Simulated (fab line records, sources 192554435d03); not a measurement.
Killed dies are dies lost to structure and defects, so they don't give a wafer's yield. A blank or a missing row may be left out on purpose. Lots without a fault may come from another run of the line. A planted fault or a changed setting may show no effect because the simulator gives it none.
A struck lot beside a sound one | flow n5_finfet | 16 steps out of a route of 1938
Sound: wafers L644.2, L644.5, L644.6. Struck: wafers L652.3, L652.4, L652.6. The cause comes at the end.
At each step with rows: each side's tool, then ch and its chambers, then its first start. Under that, the readings that differ: sound wafers | struck wafers | difference of the means | sigmas: that difference in standard deviations of wafers without a fault.
alike: readings whose means differ by less than 2 such deviations, and words and numbers that are the same on both sides. not compared: withheld readings, readings that some wafer has no value for, bounds like >300 that may hide the same value, and numbers for which the record gives no deviation and whose values overlap.
The two part at a step that has a row with sigmas, a row that says differs or no value, or rows on one side only. Numbers that don't overlap but have no deviation are shown without sigmas and don't part them. A reading that every wafer of one side lacks parts them only if that side has two wafers or more.

first, 8 steps without rows for these wafers: N5_BEOL_M4_COAT_62 (time 60 s, resist thk 12 nm); N5_BEOL_M4_COAT_73 (time 60 s, resist thk 5 nm); N5_BEOL_M4_COAT_05 (resist thk 30 nm); N5_BEOL_M4_EBR_07; N5_BEOL_M4_SOFTBAKE_06 (time 60 s); N5_BEOL_M4_EXPOSE_08 (exposes mask M4); N5_BEOL_M4_PEB_09 (peb time 60 s); N5_BEOL_M4_DEVELOP_10 (develop time 30 s).
N5_BEOL_M4_CD_MEAS_11: target cd 16.79 nm.
  sound on cd_sem-03 ch 0, day 10 12:39; struck on cd_sem-02 ch 0, day 13 03:00
  alike: cd_nm
N5_BEOL_M4_OVL_MEAS_12:
  sound on overlay-01 ch 0, day 10 12:41; struck on overlay-01 ch 0, day 13 03:02
  alike: M4_OVL
N5_BEOL_M4_INSPECT_13: inspects for defects (brightfield).
  sound on defect_inspect-01, day 10 12:44; struck on defect_inspect-02, day 13 03:05
  alike: raw_defect_count
N5_BEOL_M4_DESCUM_16: chemistry O2, time 7 s.
  sound on rie_diel-03 ch 0,3, day 10 12:46; struck on rie_diel-06 ch 0,3, day 13 03:23
  reading                         | sound             | struck            | difference | sigmas
  rf_vpp_V (V)                    | 245.9 244.1 244.6 | 242.5 240.6 242.9 | -2.9       | -2
  showerhead_plenum_p_Torr (Torr) | 2.21 2.14 2.21    | 2.01 2.06 2.01    | -0.16      | -2
  alike: drypump_motor_current_A, oes_product_au, rf_fwd_power_W, throttle_valve_pct
  not compared: rf_hours_counter_h
N5_BEOL_M4_ETCH_74: etches underlayer in N2/H2, target depth 6.5 nm, time 5.2 s.
  sound on rie_diel-03 ch 0,3, day 10 12:49; struck on rie_diel-06 ch 0,3, day 13 03:26
  reading                         | sound          | struck         | difference | sigmas
  etch_rf_on_time_s (s)           | 5.01 5.23 5.00 | 6.19 6.23 6.15 | +1.11      | +9
  showerhead_plenum_p_Torr (Torr) | 2.68 2.58 2.68 | 2.46 2.47 2.46 | -0.18      | -2
  alike: drypump_motor_current_A, oes_product_au, rf_fwd_power_W, rf_vpp_V, throttle_valve_pct
  not compared: rf_hours_counter_h
N5_BEOL_M4_ETCH_63: etches SiARC in CF4, target depth 15.6 nm, time 26 s.
  sound on rie_diel-03 ch 0,3, day 10 12:50; struck on rie_diel-06 ch 0,3, day 13 03:26
  reading                         | sound          | struck         | difference | sigmas
  showerhead_plenum_p_Torr (Torr) | 2.27 2.18 2.27 | 2.09 2.09 2.09 | -0.15      | -2
  alike: drypump_motor_current_A, etch_rf_on_time_s, oes_product_au, rf_fwd_power_W, rf_vpp_V, throttle_valve_pct
  not compared: rf_hours_counter_h
N5_BEOL_M4_RC_MEAS_101:
  sound on prober-02 ch 0, day 10 22:13; struck on prober-02 ch 0, day 13 13:25
  alike: DIBL_N, DIBL_P, IOFF_N, IOFF_P, ION_N, ION_P, SS_N, SS_P, VT_N, VT_P
-- the record jumps here: 4 days lie between the struck wafers' starts before and after (it left off in module BEOL_M4 and takes up again in module PASSIVATION, whose first step shown is number 1936 of the route) --
N5_PASSIVATION_PROBE_49:
  the record has rows for the struck wafers here (prober-01, day 17 21:24) and none for the sound ones

WHERE THEY PART
First at N5_BEOL_M4_DESCUM_16; last, within this record, at N5_PASSIVATION_PROBE_49.

WHY: what the simulator had put in
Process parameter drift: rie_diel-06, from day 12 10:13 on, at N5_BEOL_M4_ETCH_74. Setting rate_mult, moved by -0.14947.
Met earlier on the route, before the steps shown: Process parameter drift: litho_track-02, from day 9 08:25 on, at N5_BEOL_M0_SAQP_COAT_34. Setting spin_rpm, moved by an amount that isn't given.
